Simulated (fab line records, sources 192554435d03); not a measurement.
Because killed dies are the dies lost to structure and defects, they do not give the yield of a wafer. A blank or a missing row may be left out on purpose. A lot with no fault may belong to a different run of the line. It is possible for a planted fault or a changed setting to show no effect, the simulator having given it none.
fab line records	flow n5-finfet
[record] lots = 10	wafers = 30	last-day = 20
route steps=1938 shown BEOL_M13@1693 PASSIVATION@1936
lots that met no fault: from a run of the same line without faults
start-h: start of the lot's first displayed wafer, in hours after the record's first day	wait-h: time in hours since the lot's previous step	" same as the row above	L1.1+2: a row that stands for several wafers	- no value, or no start given	* or withheld: withheld	< > ~ a bound
route shown NAME@n: names a module that has steps shown in the file, with the first one's number in the route	usual: average and standard deviation across the fault-free wafers	same: alike in all rows	chamber/n: place in a boat	sites: each site's reading	_std_site: their standard deviation	_edge_site: mean of outer sites minus mean of inner sites	radius-mm: for every site, how far away it sits from the centre of the wafer	mask NAME#n: copy n	behind: tool/chamber where the wafer was last shaped	hold: reason for holding the lot/hours on hold/outcome of the hold	device: the transistor (n, p or np) that didn't switch	end of line: tests of these same wafers at the route's end	for a step that has no rows: nothing shown but its recipe	killed: not the wafer's yield, but the dies lost to structure and defects at the first sort	map: a wafer's dies, x killed, . not, _ none there
set.NAME: the run value of the setting; set.NAME@STEP: its run value at that earlier step	model.NAME: the simulator's own value behind a step, which no gauge read
steps of the route over a sample of lots; a table a step, a row a wafer
services: the hour from which a tool's chamber was out of use, counted from the record's first day as start-h (under 0 if before that day), plus the number of hours and why
[[steps]]
[step N5_BEOL_M13_ETCH_67]
[recipe] chemistry = CF4	target = SiARC	target-depth-a = 1430	time-s = 238.3	ion-energy-ev = 80	pressure-mtorr = 40	source-w = 545	bias-w = 36	Ar_flow_sccm = 100	cf4-flow-sccm = 100	ends = cleared
[usual] drypump-motor-current-A = 5.3/0.44	etch-rf-on-time-s = 239/3.1	oes-product-au = 0.66/0.072	rf-vpp-V = 184.7/1	showerhead-plenum-p-Torr = 2.20/0.041	throttle-valve-pct = 15.61/0.2
lot.wafer	tool	chamber	start-h	wait-h	drypump-motor-current-A	etch-rf-on-time-s	oes-product-au	rf-hours-counter-h	rf-vpp-V	showerhead-plenum-p-Torr	throttle-valve-pct
L219.1	rie-diel-02	3	273.49	0.0	5.5	238	0.68	103	185.2	2.24	15.39
L219.5	"	2	"	"	4.8	236	0.70	-	184.1	2.24	16.00
L219.6	"	3	"	"	5.5	238	0.68	-	187.1	2.24	15.41
L218.2	rie-diel-02	0	277.23	0.0	5.1	239	0.58	226	185.6	2.20	15.80
L218.3	"	1	"	"	5.1	238	0.63	179	184.0	2.22	15.47
L218.5	"	2	"	"	4.8	236	0.69	-	186.4	2.24	15.99
L222.1	rie-diel-02	3	300.57	0.0	5.5	241	0.67	112	185.5	2.24	15.43
L222.2	"	1	"	"	5.0	241	0.62	186	186.2	2.22	15.50
L222.6	"	0	"	"	5.0	245	0.57	-	185.2	2.19	15.83
L226.2	rie-diel-02	0	307.26	0.0	5.0	243	0.57	236	184.0	2.19	15.82
L226.4	"	1	"	"	5.0	240	0.62	-	185.0	2.22	15.48
L226.5	"	0	"	"	5.1	244	0.57	-	183.6	2.19	15.83
L225.2	rie-diel-02	0	307.91	0.0	5.1	246	0.56	236	185.7	2.19	15.85
L225.5	"	3	"	"	5.5	242	0.66	-	184.6	2.24	15.42
L225.6	"	0	"	"	5.0	243	0.56	-	182.0	2.19	15.85
L224.3	rie-diel-04	0	315.00	0.0	6.1	238	0.77	32	184.7	2.18	15.52
L224.4	"	1	"	"	6.1	236	0.79	16	186.6	2.28	15.33
L224.6	"	0	"	"	6.1	238	0.78	-	184.1	2.18	15.51
L229.1	rie-diel-02	0	355.21	0.0	5.0	246	0.56	249	183.6	2.19	15.86
L229.2	"	1	"	"	5.0	241	0.60	203	185.4	2.21	15.52
L229.5	"	1	"	"	5.0	240	0.61	-	185.6	2.21	15.51
L237.1	rie-diel-04	0	421.30	0.0	6.1	240	0.72	64	184.0	2.17	15.60
L237.2	"	3	"	"	5.6	239	0.61	212	184.9	2.12	15.63
L237.5	"	0	"	"	6.1	244	0.72	-	183.4	2.17	15.58
L241.1	rie-diel-01	0	428.50	0.0	5.5	240	0.60	219	184.4	2.21	15.59
L241.4	"	2	"	"	4.9	239	0.60	225	183.8	2.12	15.90
L241.6	"	2	"	"	4.9	236	0.60	-	183.8	2.12	15.90
L240.1	rie-diel-04	3	443.24	0.0	5.7	233	0.61	219	184.0	2.12	15.66
L240.4	"	0	"	"	6.1	242	0.72	71	185.0	2.16	15.62
L240.6	"	0	"	"	6.1	241	0.73	-	183.9	2.17	15.61
[step N5_BEOL_M13_SPUTTER_43]
[recipe] material = TaN	target-thk-a = 150	temp-c = 50	bias-v = 168.6	power-w = 15000	chamber-pressure-pa = 0.12	time-s = 24.19
[usual] cathode-dc-power-W = 15000/2.9	chamber-pressure-pa = 0.11998/0.00021	throttle-valve-pct = 30.3/1.3
lot.wafer	tool	chamber	start-h	wait-h	cathode-dc-power-W	chamber-pressure-pa	throttle-valve-pct
L219.1	pvd-sputter-02	-	275.63	0.0	15000	0.12025	29.0
L219.5	"	-	"	"	15000	0.11983	32.2
L219.6	"	-	"	"	15000	0.11985	29.4
L218.2	pvd-sputter-02	-	278.55	0.0	15000	0.11966	29.2
L218.3	"	-	"	"	15001	0.12017	29.1
L218.5	"	-	"	"	15003	0.12042	29.6
L222.1	pvd-sputter-01	-	303.26	0.0	14997	0.12004	29.6
L222.2	"	-	"	"	15003	0.12022	28.5
L222.6	"	-	"	"	14998	0.11963	29.4
L226.2	pvd-sputter-02	-	309.02	0.0	15004	0.11958	32.5
L226.4	"	-	"	"	15002	0.11985	29.3
L226.5	"	-	"	"	15000	0.11982	32.5
L225.2	pvd-sputter-02	-	309.62	0.0	15002	0.11968	29.4
L225.5	"	-	"	"	14998	0.11997	29.3
L225.6	"	-	"	"	14997	0.11972	29.2
L224.3	pvd-sputter-01	-	317.08	0.0	14998	0.11975	29.8
L224.4	"	-	"	"	15001	0.11986	28.4
L224.6	"	-	"	"	15001	0.12009	29.4
L229.1	pvd-sputter-02	-	357.56	0.0	14996	0.12043	29.4
L229.2	"	-	"	"	15001	0.12011	29.3
L229.5	"	-	"	"	14996	0.12001	29.7
L237.1	pvd-sputter-02	-	426.43	0.0	15001	0.11999	32.6
L237.2	"	-	"	"	15002	0.11999	29.1
L237.5	"	-	"	"	14997	0.11945	29.2
L241.1	pvd-sputter-03	-	434.83	0.0	14996	0.1199	32.3
L241.4	"	-	"	"	15000	0.11995	31.2
L241.6	"	-	"	"	15000	0.11993	29.3
L240.1	pvd-sputter-03	-	449.19	0.0	14999	0.11966	31.1
L240.4	"	-	"	"	14997	0.11985	29.7
L240.6	"	-	"	"	15006	0.12006	29.4
[step N5_BEOL_M13_SPUTTER_44]
[recipe] material = Ta	target-thk-a = 100	temp-c = 50	bias-v = 80	power-w = 15000	chamber-pressure-pa = 0.07	time-s = 16.13
[usual] cathode-dc-power-W = 15000/2.6	chamber-pressure-pa = 0.06999/0.00015	throttle-valve-pct = 30.3/1.3
lot.wafer	tool	chamber	start-h	wait-h	cathode-dc-power-W	chamber-pressure-pa	throttle-valve-pct
L219.1	pvd-sputter-02	-	275.71	0.0	15000	0.06983	29.2
L219.5	"	-	"	"	14998	0.07014	32.4
L219.6	"	-	"	"	14997	0.07008	29.9
L218.2	pvd-sputter-02	-	278.63	0.0	15001	0.06997	29.4
L218.3	"	-	"	"	15001	0.06991	29.4
L218.5	"	-	"	"	14996	0.06992	29.5
L222.1	pvd-sputter-01	-	303.34	0.0	14995	0.06991	29.4
L222.2	"	-	"	"	15000	0.06984	28.2
L222.6	"	-	"	"	15000	0.06992	29.2
L226.2	pvd-sputter-02	-	309.10	0.0	15001	0.07001	32.2
L226.4	"	-	"	"	15001	0.0701	29.2
L226.5	"	-	"	"	15003	0.06998	32.2
L225.2	pvd-sputter-02	-	309.70	0.0	14998	0.07012	29.3
L225.5	"	-	"	"	15005	0.07009	29.5
L225.6	"	-	"	"	15000	0.07021	29.2
L224.3	pvd-sputter-01	-	317.16	0.0	14999	0.06981	29.7
L224.4	"	-	"	"	15004	0.06992	28.2
L224.6	"	-	"	"	14998	0.07005	29.6
L229.1	pvd-sputter-02	-	357.64	0.0	15005	0.06998	29.4
L229.2	"	-	"	"	14996	0.06993	29.2
L229.5	"	-	"	"	15001	0.06994	29.5
L237.1	pvd-sputter-02	-	426.51	0.0	15000	0.06998	32.2
L237.2	"	-	"	"	18856	0.07019	29.2
L237.5	"	-	"	"	14999	0.07032	29.1
L241.1	pvd-sputter-03	-	434.91	0.0	14999	0.07003	32.6
L241.4	"	-	"	"	14998	0.06993	30.9
L241.6	"	-	"	"	15001	0.07004	29.5
L240.1	pvd-sputter-03	-	449.27	0.0	15001	0.06975	31.0
L240.4	"	-	"	"	14999	0.07021	30.0
L240.6	"	-	"	"	14995	0.0699	29.3
[step N5_BEOL_M13_CMP_49]
[recipe] stop-on = SiOC	t-overpolish-s = 17.1	down-force-psi = 1	platen-rpm = 50	clearing-platen-down-force-psi = 1.5	clearing-platen-rpm = 50	post-cmp-clean = cu-alkaline	target-thk-nm = 420	clearing-platen-pad-velocity-m-s = 0.99484	pad-velocity-m-s = 0.99484
[usual] barrier-field-endpoint-s = 30.1/0.56	motor-current-A = 6.0/0.49
lot.wafer	tool	chamber	start-h	wait-h	barrier-field-endpoint-s	motor-current-A
L219.1	cmp-04	1	276.48	0.4	30.5	6.0
L219.5	"	2	"	"	30.6	6.2
L219.6	"	3	"	"	31.3	7.1
L218.3	cmp-04	2	279.33	0.2	30.7	6.5
L218.2	"	3	"	"	30.0	7.1
L218.5	"	2	"	"	30.7	6.2
L222.2	cmp-04	3	304.60	0.7	30.4	7.0
L222.1	"	1	"	"	30.2	5.9
L222.6	"	2	"	"	29.9	6.3
L226.2	cmp-03	3	309.83	0.2	30.2	5.3
L226.4	"	0	"	"	30.2	6.9
L226.5	"	3	"	"	31.0	5.6
L225.2	cmp-02	3	310.47	0.3	29.6	6.0
L225.6	"	0	"	"	29.1	5.4
L225.5	"	1	"	"	29.8	5.7
L224.4	cmp-04	3	318.27	0.2	29.6	6.7
L224.3	"	0	"	"	30.7	5.9
L224.6	"	1	"	"	29.7	5.6
L229.2	cmp-03	3	359.59	0.2	30.3	5.4
L229.1	"	1	"	"	29.7	5.9
L229.5	"	3	"	"	29.9	5.5
L237.2	cmp-02	0	427.30	0.3	34.2	5.5
L237.1	"	1	"	"	29.7	5.3
L237.5	"	0	"	"	30.2	5.5
L241.4	cmp-03	1	437.37	0.1	29.4	5.8
L241.1	"	0	"	"	28.8	7.1
L241.6	"	1	"	"	29.0	6.0
L240.1	cmp-02	3	449.94	0.3	30.4	5.6
L240.4	"	0	"	"	30.5	5.4
L240.6	"	0	"	"	30.7	5.3
[step N5_BEOL_M13_DEP_53]
[recipe] material = SiCN	target-thk-a = 500	temp-c = withheld	precursor = 3MS/NH3	pressure-torr = 3	rf-w = 675	time-s = 17.8
[usual] showerhead-plenum-p-Torr = 4.169/0.02	throttle-valve-pct = 17.9/1
lot.wafer	tool	chamber	start-h	wait-h	showerhead-plenum-p-Torr	throttle-valve-pct
L219.1	pecvd-02	2	276.72	0.0	4.162	16.5
L219.5	"	1	"	"	4.178	19.3
L219.6	"	0	"	"	4.158	19.6
L218.2	pecvd-04	0	279.65	0.0	4.160	19.0
L218.3	"	1	"	"	4.201	17.1
L218.5	"	0	"	"	4.159	18.8
L222.1	pecvd-04	0	304.92	0.0	4.158	19.3
L222.2	"	1	"	"	4.195	16.9
L222.6	"	2	"	"	4.170	17.5
L226.2	pecvd-02	1	310.19	0.0	4.190	19.1
L226.4	"	2	"	"	4.175	16.9
L226.5	"	0	"	"	4.166	19.6
L225.2	pecvd-04	0	310.72	0.0	4.170	19.2
L225.5	"	0	"	"	4.163	19.0
L225.6	"	2	"	"	4.184	17.3
L224.3	pecvd-04	1	318.55	0.0	4.203	17.1
L224.4	"	0	"	"	4.169	19.1
L224.6	"	1	"	"	4.193	16.9
L229.1	pecvd-01	1	359.95	0.0	4.163	18.3
L229.2	"	2	"	"	4.170	16.5
L229.5	"	2	"	"	4.180	16.8
L237.1	pecvd-02	2	427.62	0.0	4.186	16.9
L237.2	"	1	"	"	4.170	17.4
L237.5	"	2	"	"	4.168	17.0
L241.1	pecvd-04	1	437.72	0.0	4.206	17.0
L241.4	"	2	"	"	4.176	17.9
L241.6	"	0	"	"	4.153	19.4
L240.1	pecvd-01	0	450.30	0.0	4.124	17.5
L240.4	"	1	"	"	4.163	18.5
L240.6	"	2	"	"	4.180	16.8
[step N5_PASSIVATION_PROBE_49]
[usual] defect-limited-yield = 90.9/1.3	killed_at_M0_to_M3 = 36/11	killed_at_M4_up = 13/5.1	killed-at-contacts = 14/4.9	killed-at-front-end = 41/10	killed-at-other = 3.4/2.6	killed-dies = 107/16	killed-on-rim = 14/4	killed-open = 70/11	killed-short = 36/7.8	sort_bin_5_function = 5.4/0.84	sort_bin_6_memory = 3.4/0.67	sort-n-pass = 1073/16	sort-yield-pct = 90.9/1.3
[same] gross-dies = 1180	killed-at-back-side = 0	sort_bin_4_leakage[%] = 0	sort_bin_8_speed[%] = 0
lot.wafer	tool	chamber	start-h	wait-h	defect-limited-yield[%]	killed_at_M0_to_M3	killed_at_M4_up	killed-at-contacts	killed-at-front-end	killed-at-other	killed-dies	killed-on-rim	killed-open	killed-short	sort_bin_5_function[%]	sort_bin_6_memory[%]	sort-n-pass	sort-yield-pct[%]
L219.1	prober-01	-	312.78	0.0	89.9	45	14	14	43	3	119	17	74	45	5.1	4.6	1061	89.9
L219.5	prober-01	-	312.98	0.2	90.7	46	15	12	34	3	110	15	72	36	5.6	3.0	1070	90.7
L219.6	prober-01	-	313.03	0.3	89.4	46	12	15	43	9	125	16	78	43	5.5	4.9	1055	89.4
L218.2	prober-01	-	315.37	0.1	91.3	29	15	20	39	0	103	12	48	54	5.2	3.0	1077	91.3
L218.3	prober-01	-	315.42	0.1	91.7	33	15	14	35	1	98	20	63	35	5.1	2.9	1082	91.7
L218.5	prober-01	-	315.52	0.2	91.8	36	14	16	30	1	97	8	64	27	4.2	3.2	1083	91.8
L222.1	prober-01	-	333.03	0.0	91.0	34	17	8	46	1	106	15	73	32	5.0	3.6	1074	91.0
L222.2	prober-01	-	333.08	0.1	92.2	30	8	23	30	1	92	14	65	26	4.7	2.9	1088	92.2
L222.6	prober-01	-	333.28	0.3	88.5	37	9	21	65	4	136	20	85	50	6.9	4.1	1044	88.5
L226.2	prober-01	-	340.26	0.1	90.7	43	12	18	35	2	110	14	73	37	5.4	3.6	1070	90.7
L226.4	prober-01	-	340.36	0.2	93.6	30	10	14	19	3	76	11	52	22	3.3	3.1	1104	93.6
L226.5	prober-01	-	340.41	0.2	91.7	27	11	14	42	4	98	14	66	30	5.1	3.1	1082	91.7
L225.2	prober-01	-	341.57	0.1	90.9	23	14	11	49	10	107	18	63	44	4.9	3.6	1073	90.9
L225.5	prober-01	-	341.72	0.2	91.5	30	10	13	35	12	100	14	73	27	5.5	2.5	1080	91.5
L225.6	prober-01	-	341.77	0.3	90.6	43	13	7	43	5	111	17	64	47	5.5	3.4	1069	90.6
L224.3	prober-02	-	347.58	0.1	89.7	39	7	11	62	2	121	19	78	41	5.8	3.7	1059	89.7
L224.4	prober-02	-	347.63	0.2	90.4	40	7	11	53	2	113	11	63	49	5.9	3.1	1067	90.4
L224.6	prober-02	-	347.73	0.3	91.9	38	8	14	36	0	96	10	60	36	5.3	2.6	1084	91.9
L229.1	prober-01	-	385.14	0.0	89.2	33	12	10	68	5	128	17	83	44	6.4	4.2	1052	89.2
L229.2	prober-01	-	385.19	0.1	87.8	44	19	22	56	3	144	18	100	41	7.0	4.6	1036	87.8
L229.5	prober-01	-	385.34	0.2	90.9	20	20	14	50	3	107	17	78	27	5.6	3.2	1073	90.9
L237.1	prober-01	-	461.03	0.0	91.1	36	15	8	42	4	105	9	67	36	5.3	3.1	1075	91.1
L237.2	prober-01	-	461.08	0.1	92.4	39	15	5	31	0	90	16	57	31	4.5	3.1	1090	92.4
L237.5	prober-01	-	461.23	0.2	89.6	47	19	17	37	3	123	9	80	40	5.7	4.4	1057	89.6
L241.1	prober-01	-	465.15	0.1	90.1	53	18	8	38	0	117	18	67	45	6.2	3.3	1063	90.1
L241.4	prober-01	-	465.30	0.2	92.1	35	17	13	28	0	93	10	65	26	4.1	3.7	1087	92.1
L241.6	prober-01	-	465.40	0.3	90.8	30	13	11	51	3	108	17	63	36	5.2	3.0	1072	90.8
L240.1	prober-01	-	479.05	0.0	89.4	50	18	6	51	0	125	18	96	28	6.5	4.1	1055	89.4
L240.4	prober-01	-	479.20	0.2	89.5	52	18	9	41	4	124	19	70	50	5.6	4.4	1056	89.5
L240.6	prober-01	-	479.30	0.3	89.8	54	16	8	41	1	120	17	69	48	5.8	4.3	1060	89.8
// killed by level:class
L219.1 STI_FIN_REVEAL:geometric-particle:open=12 MOL_CONTACT_COAG:geometric-particle:open=11 BEOL_M1:geometric-particle:open=8 BEOL_M0_SAQP:geometric-particle:short=8 FIN_SAQP:geometric-particle:short=7 BEOL_M3:geometric-particle:short=7 FIN_SAQP:geometric-particle:open=6 BEOL_M0_SAQP:geometric-particle:open=6
L219.5 BEOL_M0_SAQP:geometric-particle:short=13 MOL_CONTACT_COAG:geometric-particle:open=11 BEOL_M3:geometric-particle:open=10 DUMMY_GATE:geometric-particle:open=7 BEOL_M4:geometric-particle:open=7 STARTING-WAFER:geometric-particle:open=6 GATE_CUT:geometric-particle:short=5 BEOL_M0_SAQP:geometric-particle:open=5
L219.6 STI_FIN_REVEAL:geometric-particle:open=17 MOL_CONTACT_COAG:geometric-particle:open=13 BEOL_M1:geometric-particle:open=10 BEOL_M0_SAQP:geometric-particle:open=7 BEOL_M0_SAQP:geometric-particle:short=7 BEOL_M3:geometric-particle:short=7 BEOL_M3:geometric-particle:open=6 FIN_SAQP:geometric-particle:short=5
L218.2 MOL_CONTACT_COAG:geometric-particle:open=11 GATE_CUT:geometric-particle:short=10 MOL_CONTACT_COAG:geometric-particle:short=9 FIN_SAQP:geometric-particle:short=7 BEOL_M0_SAQP:geometric-particle:short=6 BEOL_M3:geometric-particle:open=6 BEOL_M5:geometric-particle:short=5 BEOL_M0_SAQP:geometric-particle:open=4
L218.3 MOL_CONTACT_COAG:geometric-particle:open=11 BEOL_M0_SAQP:geometric-particle:short=7 STARTING-WAFER:geometric-particle:open=7 STI_FIN_REVEAL:geometric-particle:open=6 BEOL_M2:geometric-particle:short=6 FIN_SAQP:geometric-particle:short=5 BEOL_M4:geometric-particle:open=5 BEOL_M0_SAQP:geometric-particle:open=5
L218.5 MOL_CONTACT_COAG:geometric-particle:open=13 BEOL_M3:geometric-particle:open=8 BEOL_M2:geometric-particle:open=8 BEOL_M4:geometric-particle:open=7 BEOL_M0_SAQP:geometric-particle:short=7 BEOL_M0_SAQP:geometric-particle:open=5 HKMG_FIN:area-etch=5 FIN_SAQP:geometric-particle:short=4
L222.1 STI_FIN_REVEAL:geometric-particle:open=14 BEOL_M4:geometric-particle:open=9 DUMMY_GATE:geometric-particle:open=7 BEOL_M2:geometric-particle:open=7 MOL_CONTACT_COAG:geometric-particle:open=6 FIN_SAQP:geometric-particle:open=5 BEOL_M0_SAQP:geometric-particle:short=5 ILD0:geometric-particle:open=4
L222.2 MOL_CONTACT_COAG:geometric-particle:open=18 FIN_SAQP:geometric-particle:open=8 BEOL_M0_SAQP:geometric-particle:short=7 BEOL_M3:geometric-particle:open=7 BEOL_M4:geometric-particle:open=6 GATE_CUT:geometric-particle:open=5 MOL_CONTACT_COAG:geometric-particle:short=5 BEOL_M0_SAQP:geometric-particle:open=5
L222.6 STI_FIN_REVEAL:geometric-particle:open=22 MOL_CONTACT_COAG:geometric-particle:open=14 FIN_SAQP:geometric-particle:open=13 BEOL_M0_SAQP:geometric-particle:short=9 BEOL_M0_SAQP:geometric-particle:open=8 FIN_SAQP:geometric-particle:short=7 MOL_CONTACT_COAG:geometric-particle:short=7 GATE_CUT:geometric-particle:open=5
L226.2 MOL_CONTACT_COAG:geometric-particle:open=16 BEOL_M0_SAQP:geometric-particle:short=14 FIN_SAQP:geometric-particle:open=13 BEOL_M0_SAQP:geometric-particle:open=8 BEOL_M2:geometric-particle:open=8 FIN_SAQP:geometric-particle:short=5 STI_FIN_REVEAL:geometric-particle:open=5 BEOL_M1:geometric-particle:open=5
L226.4 MOL_CONTACT_COAG:geometric-particle:open=10 BEOL_M1:geometric-particle:open=8 STI_FIN_REVEAL:geometric-particle:open=7 BEOL_M3:geometric-particle:open=7 MOL_CONTACT_COAG:geometric-particle:short=4 BEOL_M0_SAQP:geometric-particle:open=4 BEOL_M2:geometric-particle:open=4 BEOL_M4:geometric-particle:open=4
L226.5 STI_FIN_REVEAL:geometric-particle:open=18 MOL_CONTACT_COAG:geometric-particle:open=11 FIN_SAQP:geometric-particle:short=7 BEOL_M0_SAQP:geometric-particle:short=6 BEOL_M1:geometric-particle:open=6 BEOL_M3:geometric-particle:open=5 DUMMY_GATE:geometric-particle:open=3 GATE_CUT:geometric-particle:short=3
L225.2 STI_FIN_REVEAL:geometric-particle:open=16 BEOL_M0_SAQP:geometric-particle:open=9 MOL_CONTACT_COAG:geometric-particle:open=6 BEOL_M0_SAQP:geometric-particle:short=6 MIM_TOP:geometric-particle:short=6 FIN_SAQP:geometric-particle:short=5 MOL_CONTACT_COAG:geometric-particle:short=5 BEOL_M4:geometric-particle:open=4
L225.5 MOL_CONTACT_COAG:geometric-particle:open=12 BEOL_M3:geometric-particle:open=10 STI_FIN_REVEAL:geometric-particle:open=9 STARTING-WAFER:geometric-particle:open=7 DUMMY_GATE:geometric-particle:open=5 BEOL_M0_SAQP:geometric-particle:short=5 BEOL_M0_SAQP:geometric-particle:open=5 DUMMY_GATE:geometric-particle:short=4
L225.6 FIN_SAQP:geometric-particle:short=11 FIN_SAQP:geometric-particle:open=9 BEOL_M0_SAQP:geometric-particle:short=9 MOL_CONTACT_COAG:geometric-particle:open=6 BEOL_M2:geometric-particle:open=6 GATE_CUT:geometric-particle:open=5 BEOL_M0_SAQP:geometric-particle:open=5 BEOL_M0:geometric-particle:open=5
L224.3 STI_FIN_REVEAL:geometric-particle:open=22 FIN_SAQP:geometric-particle:short=12 BEOL_M0_SAQP:geometric-particle:short=12 BEOL_M0_SAQP:geometric-particle:open=12 MOL_CONTACT_COAG:geometric-particle:open=9 FIN_SAQP:geometric-particle:open=6 BEOL_M2:geometric-particle:open=6 GATE_CUT:geometric-particle:open=5
L224.4 STI_FIN_REVEAL:geometric-particle:open=14 FIN_SAQP:geometric-particle:short=12 BEOL_M0_SAQP:geometric-particle:short=9 MOL_CONTACT_COAG:geometric-particle:open=7 BEOL_M2:geometric-particle:open=7 GATE_CUT:geometric-particle:open=6 BEOL_M0_SAQP:geometric-particle:open=6 ILD0:geometric-particle:short=5
L224.6 BEOL_M2:geometric-particle:open=15 STI_FIN_REVEAL:geometric-particle:open=12 MOL_CONTACT_COAG:geometric-particle:open=8 BEOL_M0_SAQP:geometric-particle:open=7 MOL_CONTACT_COAG:geometric-particle:short=6 BEOL_M0_SAQP:geometric-particle:short=6 FIN_SAQP:geometric-particle:short=4 DUMMY_GATE:geometric-particle:open=4
L229.1 FIN_SAQP:geometric-particle:open=23 FIN_SAQP:geometric-particle:short=10 STI_FIN_REVEAL:geometric-particle:open=10 MOL_CONTACT_COAG:geometric-particle:open=7 BEOL_M0_SAQP:geometric-particle:short=7 BEOL_M3:geometric-particle:open=7 GATE_CUT:geometric-particle:short=5 BEOL_M0_SAQP:geometric-particle:open=5
L229.2 MOL_CONTACT_COAG:geometric-particle:open=17 STI_FIN_REVEAL:geometric-particle:open=16 BEOL_M0_SAQP:geometric-particle:short=11 BEOL_M2:geometric-particle:open=11 FIN_SAQP:geometric-particle:open=9 BEOL_M3:geometric-particle:open=9 BEOL_M4:geometric-particle:open=8 BEOL_M0_SAQP:geometric-particle:open=6
L229.5 STI_FIN_REVEAL:geometric-particle:open=17 MOL_CONTACT_COAG:geometric-particle:open=12 FIN_SAQP:geometric-particle:open=11 BEOL_M4:geometric-particle:open=8 BEOL_M2:geometric-particle:open=6 STARTING-WAFER:geometric-particle:short=6 ILD0:geometric-particle:open=4 BEOL_M0_SAQP:geometric-particle:open=4
L237.1 STI_FIN_REVEAL:geometric-particle:open=12 BEOL_M0_SAQP:geometric-particle:short=10 MOL_CONTACT_COAG:geometric-particle:open=6 BEOL_M0_SAQP:geometric-particle:open=6 BEOL_M2:geometric-particle:open=6 DUMMY_GATE:geometric-particle:open=5 BEOL_M3:geometric-particle:open=5 BEOL_M4:geometric-particle:open=5
L237.2 BEOL_M0_SAQP:geometric-particle:short=12 BEOL_M0_SAQP:geometric-particle:open=11 STI_FIN_REVEAL:geometric-particle:open=8 DUMMY_GATE:geometric-particle:open=6 GATE_CUT:geometric-particle:open=5 MOL_CONTACT_COAG:geometric-particle:open=5 BEOL_M1:geometric-particle:open=5 BEOL_M0:geometric-particle:open=4
L237.5 MOL_CONTACT_COAG:geometric-particle:open=13 BEOL_M0_SAQP:geometric-particle:short=13 BEOL_M0_SAQP:geometric-particle:open=11 BEOL_M4:geometric-particle:open=8 STI_FIN_REVEAL:geometric-particle:open=8 BEOL_M3:geometric-particle:short=8 DUMMY_GATE:geometric-particle:open=7 FIN_SAQP:geometric-particle:short=6
L241.1 BEOL_M0_SAQP:geometric-particle:short=19 BEOL_M0_SAQP:geometric-particle:open=14 BEOL_M2:geometric-particle:open=8 MOL_CONTACT_COAG:geometric-particle:open=6 STI_FIN_REVEAL:geometric-particle:open=5 DUMMY_GATE:geometric-particle:open=5 BEOL_M5:geometric-particle:short=5 BEOL_M4:geometric-particle:open=5
L241.4 BEOL_M1:geometric-particle:open=12 MOL_CONTACT_COAG:geometric-particle:open=10 BEOL_M4:geometric-particle:open=7 DUMMY_GATE:geometric-particle:open=6 BEOL_M0_SAQP:geometric-particle:open=6 BEOL_M3:geometric-particle:open=5 BEOL_M0_SAQP:geometric-particle:short=5 FIN_SAQP:geometric-particle:short=4
L241.6 DUMMY_GATE:geometric-particle:open=14 MOL_CONTACT_COAG:geometric-particle:open=9 BEOL_M0_SAQP:geometric-particle:open=9 BEOL_M1:geometric-particle:open=7 HKMG_FIN:area-etch=6 FIN_SAQP:geometric-particle:open=4 FIN_SAQP:geometric-particle:short=4 BEOL_M5:geometric-particle:short=4
L240.1 FIN_SAQP:geometric-particle:open=15 BEOL_M1:geometric-particle:open=11 BEOL_M3:geometric-particle:open=10 BEOL_M0_SAQP:geometric-particle:open=10 BEOL_M4:geometric-particle:open=8 FIN_SAQP:geometric-particle:short=7 STI_FIN_REVEAL:geometric-particle:open=6 BEOL_M2:geometric-particle:open=6
L240.4 STI_FIN_REVEAL:geometric-particle:open=14 BEOL_M0_SAQP:geometric-particle:short=14 BEOL_M2:geometric-particle:open=11 BEOL_M0_SAQP:geometric-particle:open=7 FIN_SAQP:geometric-particle:short=6 MOL_CONTACT_COAG:geometric-particle:open=5 BEOL_M4:geometric-particle:open=5 STI_FIN_REVEAL:geometric-particle:short=4
L240.6 FIN_SAQP:geometric-particle:short=15 BEOL_M0_SAQP:geometric-particle:short=14 BEOL_M2:geometric-particle:open=12 BEOL_M0_SAQP:geometric-particle:open=10 BEOL_M4:geometric-particle:open=10 BEOL_M1:geometric-particle:open=9 FIN_SAQP:geometric-particle:open=5 DUMMY_GATE:geometric-particle:open=5
[[services]]
tool	chamber	start-h	hours	kind
pecvd-02	2	255.76	6.7	repair
cmp-04	-	264.61	6.3	pm
cmp-04	-	273.00	2.2	repair
cmp-02	-	289.28	0.3	repair
pecvd-04	-	289.99	14.6	pm
rie-diel-02	2	294.86	20.4	repair
cmp-04	-	300.11	4.0	pm
cmp-02	-	301.15	0.9	repair
pecvd-04	-	309.82	0.5	repair
cmp-02	-	329.36	0.8	repair
cmp-02	-	340.27	8.9	pm
cmp-03	-	341.70	0.9	repair
cmp-03	-	346.40	1.2	repair
cmp-02	-	351.37	2.5	repair
rie-diel-02	3	351.99	7.2	repair
cmp-02	-	355.12	0.5	repair
pecvd-04	2	358.74	6.5	repair
cmp-02	-	380.95	4.0	pm
pecvd-02	0	381.77	2.6	repair
cmp-02	-	390.01	4.1	pm
rie-diel-02	2	407.57	1.4	repair
cmp-04	-	408.34	1.2	repair
cmp-04	-	433.52	0.9	repair
pvd-sputter-02	-	446.64	2.0	repair
[[key]]
[first-sign] step = N5_BEOL_M13_SPUTTER_44	reading = cathode-dc-power-W	direction = up	sigmas = 99+	usual = *	struck = *
[effect] step = N5_BEOL_M13_CMP_49	reading = barrier-field-endpoint-s	direction = up	sigmas = 7.4	usual = 30.1	struck = 34.2
met-at N5_BEOL_M13_SPUTTER_44
struck-lots L237
struck-wafers L237.2
not-acting-at N5_BEOL_M13_ETCH_67,N5_BEOL_M13_SPUTTER_43,N5_BEOL_M13_DEP_53
onset-between 357.64 426.51
[fault] kind = process-parameter-drift	tool = pvd-sputter-02	chamber = -	onset-h = 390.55	steps = N5_BEOL_M13_SPUTTER_44	channel = power-w	offset = *	shape = step	end-h = 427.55	acts-in = *	stated = *	scope = struck-wafers-only
